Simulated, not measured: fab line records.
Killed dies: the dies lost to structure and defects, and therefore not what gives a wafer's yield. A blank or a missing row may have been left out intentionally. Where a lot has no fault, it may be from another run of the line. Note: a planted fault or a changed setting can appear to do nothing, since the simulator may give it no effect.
Which tool did it? || flow n5-finfet || 10 lots with 29 wafers sampled at 6 steps, on a route of 1938 steps

== WHAT THE GAUGES SHOWED, per wafer ==
N5_WELL_APT_OVL_MEAS_09.
{"lot": "L119", "measured": "day 1 13:46", "on": "overlay-02", "NWELL_OVL (nm)": "-1 -6 0"}
{"lot": "L121", "measured": "day 2 01:50", "on": "overlay-02", "NWELL_OVL (nm)": "-8 -4"}
{"lot": "L124", "measured": "day 2 19:55", "on": "overlay-01", "NWELL_OVL (nm)": "8 2 -3"}
{"lot": "L125", "measured": "day 3 01:49", "on": "overlay-02", "NWELL_OVL (nm)": "6 2 6"}
{"lot": "L127", "measured": "day 3 13:35", "on": "overlay-02", "NWELL_OVL (nm)": "5 14 5"}
{"lot": "L130", "measured": "day 4 07:38", "on": "overlay-02", "NWELL_OVL (nm)": "10 4 5"}
{"lot": "L132", "measured": "day 4 19:43", "on": "overlay-01", "NWELL_OVL (nm)": "2 1 -3"}
{"lot": "L137", "measured": "day 6 01:50", "on": "overlay-02", "NWELL_OVL (nm)": "34 28 31"}
{"lot": "L139", "measured": "day 6 13:50", "on": "overlay-02", "NWELL_OVL (nm)": "28 36 32"}
{"lot": "L142", "measured": "day 7 07:44", "on": "overlay-02", "NWELL_OVL (nm)": "2 4 1"}

N5_WELL_APT_INSPECT_10: inspects for defects (macro).
{"lot": "L119", "measured": "day 1 13:47", "on": "defect-inspect-02", "raw-defect-count": "2 1 3"}
{"lot": "L121", "measured": "day 2 01:52", "on": "defect-inspect-02", "raw-defect-count": "2 2"}
{"lot": "L124", "measured": "day 2 19:56", "on": "defect-inspect-02", "raw-defect-count": "1 2 1"}
{"lot": "L125", "measured": "day 3 01:50", "on": "defect-inspect-01", "raw-defect-count": "0 2 0"}
{"lot": "L127", "measured": "day 3 13:37", "on": "defect-inspect-02", "raw-defect-count": "1 1 3"}
{"lot": "L130", "measured": "day 4 07:40", "on": "defect-inspect-02", "raw-defect-count": "1 2 0"}
{"lot": "L132", "measured": "day 4 19:44", "on": "defect-inspect-02", "raw-defect-count": "1 1 2"}
{"lot": "L137", "measured": "day 6 01:52", "on": "defect-inspect-01", "raw-defect-count": "1 1 2"}
{"lot": "L139", "measured": "day 6 13:52", "on": "defect-inspect-01", "raw-defect-count": "0 2 5"}
{"lot": "L142", "measured": "day 7 07:46", "on": "defect-inspect-01", "raw-defect-count": "2 0 3"}

N5_WELL_APT_CD_MEAS_25: target cd 200 nm.
{"lot": "L119", "measured": "day 1 15:06", "on": "cd-sem-03", "cd-nm (nm)": "201.8 199.0 200.0"}
{"lot": "L121", "measured": "day 2 03:04", "on": "cd-sem-01", "cd-nm (nm)": "205.3 203.0"}
{"lot": "L124", "measured": "day 2 21:11", "on": "cd-sem-01", "cd-nm (nm)": "202.6 204.4 200.4"}
{"lot": "L125", "measured": "day 3 03:07", "on": "cd-sem-02", "cd-nm (nm)": "199.9 201.5 203.8"}
{"lot": "L127", "measured": "day 3 14:41", "on": "cd-sem-02", "cd-nm (nm)": "202.0 200.9 198.2"}
{"lot": "L130", "measured": "day 4 08:44", "on": "cd-sem-01", "cd-nm (nm)": "200.1 197.6 197.9"}
{"lot": "L132", "measured": "day 4 20:48", "on": "cd-sem-02", "cd-nm (nm)": "205.2 203.3 204.5"}
{"lot": "L137", "measured": "day 6 03:05", "on": "cd-sem-01", "cd-nm (nm)": "196.8 198.3 198.7"}
{"lot": "L139", "measured": "day 6 15:03", "on": "cd-sem-03", "cd-nm (nm)": "201.3 198.7 200.9"}
{"lot": "L142", "measured": "day 7 08:50", "on": "cd-sem-02", "cd-nm (nm)": "200.0 202.3 200.4"}

N5_BEOL_M4_RC_MEAS_101.
{"lot": "L119", "measured": "day 9 13:01", "on": "prober-01", "DIBL_N (mV/V)": "33.9 35.4 35.7", "DIBL_P (mV/V)": "34.2 35.7 36.5", "IOFF_N (nA/um)": "0.12 0.16 0.17", "IOFF_P (nA/um)": "0.17 0.19 0.21", "ION_N (uA/um)": "659 677 694", "ION_P (uA/um)": "451 457 467", "SS_N (mV/dec)": "71.3 71.1 70.8", "SS_P (mV/dec)": "73.7 73.4 73.6", "VT_N (mV)": "252 250 246", "VT_P (mV)": "-257 -253 -252"}
{"lot": "L121", "measured": "day 9 10:32", "on": "prober-01", "DIBL_N (mV/V)": "38.5 39.2", "DIBL_P (mV/V)": "37.1 37.9", "IOFF_N (nA/um)": "0.18 0.21", "IOFF_P (nA/um)": "0.22 0.24", "ION_N (uA/um)": "671 679", "ION_P (uA/um)": "458 458", "SS_N (mV/dec)": "72.7 71.8", "SS_P (mV/dec)": "73.8 73.9", "VT_N (mV)": "247 248", "VT_P (mV)": "-250 -246"}
{"lot": "L124", "measured": "day 10 20:53", "on": "prober-02", "DIBL_N (mV/V)": "37.0 36.6 34.1", "DIBL_P (mV/V)": "39.5 38.0 35.2", "IOFF_N (nA/um)": "0.18 0.17 0.13", "IOFF_P (nA/um)": "0.26 0.23 0.19", "ION_N (uA/um)": "667 674 660", "ION_P (uA/um)": "465 460 463", "SS_N (mV/dec)": "72.0 71.6 71.6", "SS_P (mV/dec)": "74.1 74.1 72.9", "VT_N (mV)": "252 248 254", "VT_P (mV)": "-250 -251 -254"}
{"lot": "L125", "measured": "day 10 19:05", "on": "prober-01", "DIBL_N (mV/V)": "35.2 32.3 35.6", "DIBL_P (mV/V)": "34.8 32.9 36.0", "IOFF_N (nA/um)": "0.14 0.11 0.14", "IOFF_P (nA/um)": "0.18 0.16 0.19", "ION_N (uA/um)": "665 655 667", "ION_P (uA/um)": "455 454 461", "SS_N (mV/dec)": "71.1 70.3 71.0", "SS_P (mV/dec)": "72.2 71.8 72.8", "VT_N (mV)": "253 254 251", "VT_P (mV)": "-255 -252 -254"}
{"lot": "L127", "measured": "day 11 00:42", "on": "prober-01", "DIBL_N (mV/V)": "38.1 38.7 37.8", "DIBL_P (mV/V)": "37.4 40.3 39.1", "IOFF_N (nA/um)": "0.20 0.22 0.19", "IOFF_P (nA/um)": "0.21 0.26 0.23", "ION_N (uA/um)": "667 690 677", "ION_P (uA/um)": "455 466 459", "SS_N (mV/dec)": "72.1 71.9 71.7", "SS_P (mV/dec)": "73.1 74.4 73.5", "VT_N (mV)": "250 244 248", "VT_P (mV)": "-252 -246 -252"}
{"lot": "L130", "measured": "day 12 09:06", "on": "prober-02", "DIBL_N (mV/V)": "31.8 35.7 34.3", "DIBL_P (mV/V)": "33.3 37.8 35.4", "IOFF_N (nA/um)": "0.11 0.16 0.15", "IOFF_P (nA/um)": "0.16 0.22 0.19", "ION_N (uA/um)": "651 663 670", "ION_P (uA/um)": "452 458 457", "SS_N (mV/dec)": "70.9 72.4 71.0", "SS_P (mV/dec)": "73.1 73.2 73.0", "VT_N (mV)": "254 248 251", "VT_P (mV)": "-254 -252 -253"}
{"lot": "L132", "measured": "day 12 06:52", "on": "prober-01", "DIBL_N (mV/V)": "37.0 35.4 37.6", "DIBL_P (mV/V)": "37.3 34.3 37.9", "IOFF_N (nA/um)": "0.17 0.15 0.19", "IOFF_P (nA/um)": "0.23 0.19 0.25", "ION_N (uA/um)": "671 675 684", "ION_P (uA/um)": "464 463 467", "SS_N (mV/dec)": "72.0 71.1 72.0", "SS_P (mV/dec)": "73.7 72.8 73.7", "VT_N (mV)": "249 248 248", "VT_P (mV)": "-248 -253 -249"}
{"lot": "L137", "measured": "day 13 16:46", "on": "prober-01", "DIBL_N (mV/V)": "40.9 38.3 38.9", "DIBL_P (mV/V)": "41.1 37.2 38.2", "IOFF_N (nA/um)": "0.26 0.18 0.20", "IOFF_P (nA/um)": "0.30 0.23 0.24", "ION_N (uA/um)": "700 689 691", "ION_P (uA/um)": "476 466 462", "SS_N (mV/dec)": "72.6 71.8 71.8", "SS_P (mV/dec)": "75.2 73.6 74.7", "VT_N (mV)": "243 249 249", "VT_P (mV)": "-247 -251 -249"}
{"lot": "L139", "measured": "day 14 04:13", "on": "prober-01", "DIBL_N (mV/V)": "36.3 36.5 39.1", "DIBL_P (mV/V)": "35.8 36.5 39.1", "IOFF_N (nA/um)": "0.16 0.16 0.21", "IOFF_P (nA/um)": "0.18 0.19 0.23", "ION_N (uA/um)": "681 684 696", "ION_P (uA/um)": "460 460 462", "SS_N (mV/dec)": "71.5 71.9 71.9", "SS_P (mV/dec)": "72.7 73.1 73.3", "VT_N (mV)": "248 253 245", "VT_P (mV)": "-254 -252 -251"}
{"lot": "L142", "measured": "day 15 05:06", "on": "prober-01", "DIBL_N (mV/V)": "36.0 37.5 36.2", "DIBL_P (mV/V)": "35.5 37.4 36.2", "IOFF_N (nA/um)": "0.14 0.18 0.16", "IOFF_P (nA/um)": "0.20 0.24 0.21", "ION_N (uA/um)": "676 682 678", "ION_P (uA/um)": "466 473 466", "SS_N (mV/dec)": "70.8 71.7 71.3", "SS_P (mV/dec)": "73.0 73.2 73.0", "VT_N (mV)": "251 249 250", "VT_P (mV)": "-249 -247 -248"}

== EACH LOT AND THE TOOL THAT RAN IT (in order: tool; ch and the chambers of the sampled wafers; start) ==
{"lot": "L119", "N5_ZERO_LAYER_ETCH_18": "rie-si-06 ch 0,1,2, day 1 12:47", "N5_WELL_APT_EXPOSE_05": "krf-scanner-01 ch 0, day 1 13:34"}
{"lot": "L121", "N5_ZERO_LAYER_ETCH_18": "rie-si-02 ch 1,3, day 2 00:55", "N5_WELL_APT_EXPOSE_05": "krf-scanner-01 ch 0, day 2 01:38"}
{"lot": "L124", "N5_ZERO_LAYER_ETCH_18": "rie-si-01 ch 0,2, day 2 19:07", "N5_WELL_APT_EXPOSE_05": "krf-scanner-02 ch 0, day 2 19:43"}
{"lot": "L125", "N5_ZERO_LAYER_ETCH_18": "rie-si-02 ch 0,2,3, day 3 00:53", "N5_WELL_APT_EXPOSE_05": "krf-scanner-01 ch 0, day 3 01:37"}
{"lot": "L127", "N5_ZERO_LAYER_ETCH_18": "rie-si-02 ch 0,3, day 3 12:47", "N5_WELL_APT_EXPOSE_05": "krf-scanner-02 ch 0, day 3 13:23"}
{"lot": "L130", "N5_ZERO_LAYER_ETCH_18": "rie-si-02 ch 0,1, day 4 06:49", "N5_WELL_APT_EXPOSE_05": "krf-scanner-02 ch 0, day 4 07:26"}
{"lot": "L132", "N5_ZERO_LAYER_ETCH_18": "rie-si-06 ch 0,3, day 4 18:55", "N5_WELL_APT_EXPOSE_05": "krf-scanner-01 ch 0, day 4 19:31"}
{"lot": "L137", "N5_ZERO_LAYER_ETCH_18": "rie-si-02 ch 1,2, day 6 00:55", "N5_WELL_APT_EXPOSE_05": "krf-scanner-01 ch 0, day 6 01:39"}
{"lot": "L139", "N5_ZERO_LAYER_ETCH_18": "rie-si-02 ch 0,2,3, day 6 12:55", "N5_WELL_APT_EXPOSE_05": "krf-scanner-01 ch 0, day 6 13:39"}
{"lot": "L142", "N5_ZERO_LAYER_ETCH_18": "rie-si-06 ch 0,1,3, day 7 06:56", "N5_WELL_APT_EXPOSE_05": "krf-scanner-02 ch 0, day 7 07:32"}
- N5_ZERO_LAYER_ETCH_18: etches Si in HBr/Cl2, target depth 120 nm, time 40 s.
- N5_WELL_APT_EXPOSE_05: exposes mask NWELL, defocus 0 nm, target cd 200 nm.

== WHAT THE TOOLS THEMSELVES READ (means of the sampled wafers that have a number; where no wafer has one, the mark that the record gives instead) ==
N5_ZERO_LAYER_ETCH_18.
{"lot": "L119", "tool": "rie-si-06", "drypump-motor-current-A (A)": 5.9, "oes-product-au (a.u.)": 1.001, "throttle-valve-pct (%)": 36.31}
{"lot": "L121", "tool": "rie-si-02", "drypump-motor-current-A (A)": 6.0, "oes-product-au (a.u.)": 0.991, "throttle-valve-pct (%)": 36.54}
{"lot": "L124", "tool": "rie-si-01", "drypump-motor-current-A (A)": 5.6, "oes-product-au (a.u.)": 1.001, "throttle-valve-pct (%)": 36.32}
{"lot": "L125", "tool": "rie-si-02", "drypump-motor-current-A (A)": 5.8, "oes-product-au (a.u.)": 1.002, "throttle-valve-pct (%)": 36.37}
{"lot": "L127", "tool": "rie-si-02", "drypump-motor-current-A (A)": 5.9, "oes-product-au (a.u.)": 1.007, "throttle-valve-pct (%)": 36.23}
{"lot": "L130", "tool": "rie-si-02", "drypump-motor-current-A (A)": 6.0, "oes-product-au (a.u.)": 0.995, "throttle-valve-pct (%)": 36.33}
{"lot": "L132", "tool": "rie-si-06", "drypump-motor-current-A (A)": 5.4, "oes-product-au (a.u.)": 0.998, "throttle-valve-pct (%)": 36.20}
{"lot": "L137", "tool": "rie-si-02", "drypump-motor-current-A (A)": 5.8, "oes-product-au (a.u.)": 0.991, "throttle-valve-pct (%)": 36.44}
{"lot": "L139", "tool": "rie-si-02", "drypump-motor-current-A (A)": 5.8, "oes-product-au (a.u.)": 1.001, "throttle-valve-pct (%)": 36.37}
{"lot": "L142", "tool": "rie-si-06", "drypump-motor-current-A (A)": 5.7, "oes-product-au (a.u.)": 1.007, "throttle-valve-pct (%)": 36.29}

== THE ANSWER, worked out from the rows above alone ==
Rule: the usual values come from the lots themselves. Put in order of their means at a reading, lots are off if they are a third of the lots or fewer, leave a main group of 4 or more, and stand apart from it by a gap of 3 or more times the standard deviation of the main group's means; of several such gaps the widest counts. Not used: any main group whose means are identical at the precision the tables above print for the reading. Also off: a lot with no number at a reading for which 4 or more lots have one. The other lots that the step has rows for count as sound. After the gauges, taken in route order, come the tools' own readings; for these a lot's mean is taken, as printed above. At the first step where some lot is off, the reading lying furthest off is the one used; lots without a number count as furthest.
Off: L137, L139, at N5_WELL_APT_OVL_MEAS_09 (NWELL_OVL). Mean 2 nm and standard deviation 4.3 in the main group.
If a tool, at a process step before that reading, ran all the lots that are off and no sound lot after the first of them, it fits. The gauges at N5_WELL_APT_OVL_MEAS_09 are tried like those tools. This does not decide it: 2 tools fit, namely rie-si-02 at N5_ZERO_LAYER_ETCH_18 and krf-scanner-01 at N5_WELL_APT_EXPOSE_05.

== WHAT THE SIMULATOR HAD INSERTED ==
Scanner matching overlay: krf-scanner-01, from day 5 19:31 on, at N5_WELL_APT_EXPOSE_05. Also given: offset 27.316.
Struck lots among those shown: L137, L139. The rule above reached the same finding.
